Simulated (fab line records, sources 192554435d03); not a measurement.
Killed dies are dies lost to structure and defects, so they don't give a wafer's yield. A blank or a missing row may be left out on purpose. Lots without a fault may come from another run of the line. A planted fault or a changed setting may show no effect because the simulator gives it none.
Chamber matching | flow n5_finfet | N5_MOL_CONTACT_COAG_ALD_20 on ald_metal-03: 4 sister chambers
The step deposits TiN, target thk 1.5 nm, pulse time 1 s, purge time 3 s. 8 wafers are shown with their chamber, then 11 later ones without.

WAFERS WITH THEIR CHAMBER
wafer  | chamber | heater_power_w (W) | precursor_pulse_height_rel
L084.1 | 0       | 711                | 1.022
L084.2 | 1       | 853                | 1.017
L087.4 | 0       | 711                | 1.018
L088.3 | 3       | 872                | 1.015
L091.3 | 1       | 848                | 1.032
L091.4 | 2       | 865                | 0.966
L091.5 | 2       | 879                | 0.969
L092.1 | 3       | 859                | 1.000

WAFERS WITHOUT THEIR CHAMBER
wafer  | heater_power_w (W) | precursor_pulse_height_rel
L092.2 | 702                | 0.986
L092.5 | 833                | 0.994
L093.3 | 870                | 1.040
L093.4 | 820                | 0.992
L093.6 | 725                | 1.030
L094.1 | 899                | 1.020
L094.4 | 852                | 0.992
L094.5 | 835                | 0.996
L096.3 | 883                | 1.003
L096.5 | 877                | 0.993
L096.6 | 860                | 0.999

WHICH CHAMBER EACH WENT THROUGH
wafer  | from the rows above          | in truth
L092.2 | 0                            | 0
L092.5 | can't be placed: 1 or 3 or 2 | 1
L093.3 | can't be placed: 1 or 3      | 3
L093.4 | can't be placed: 1 or 3      | 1
L093.6 | 0                            | 0
L094.1 | can't be placed: 3 or 1      | 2
L094.4 | can't be placed: 3 or 1 or 2 | 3
L094.5 | can't be placed: 1 or 3      | 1
L096.3 | 3                            | 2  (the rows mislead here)
L096.5 | can't be placed: 3 or 2      | 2
L096.6 | 3                            | 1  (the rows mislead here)
Placed correctly: 2 of 11. Can't be placed from these rows: 7 (the true chamber is among the candidates in 6). Placed wrongly: 2.
How it was worked out, from the rows above alone: a wafer's distance from a chamber is the root of the sum, over the readings, of the square of ((its reading less the chamber's mean) divided by the reading's scatter). The wafer belongs to the nearest chamber; if the next one is less than 2 further off, it can't be placed. A chamber's mean is the mean of its shown wafers. The scatter: the root of (the sum of the squares of (reading less its chamber's mean) over the shown wafers, divided by (wafers less chambers)).
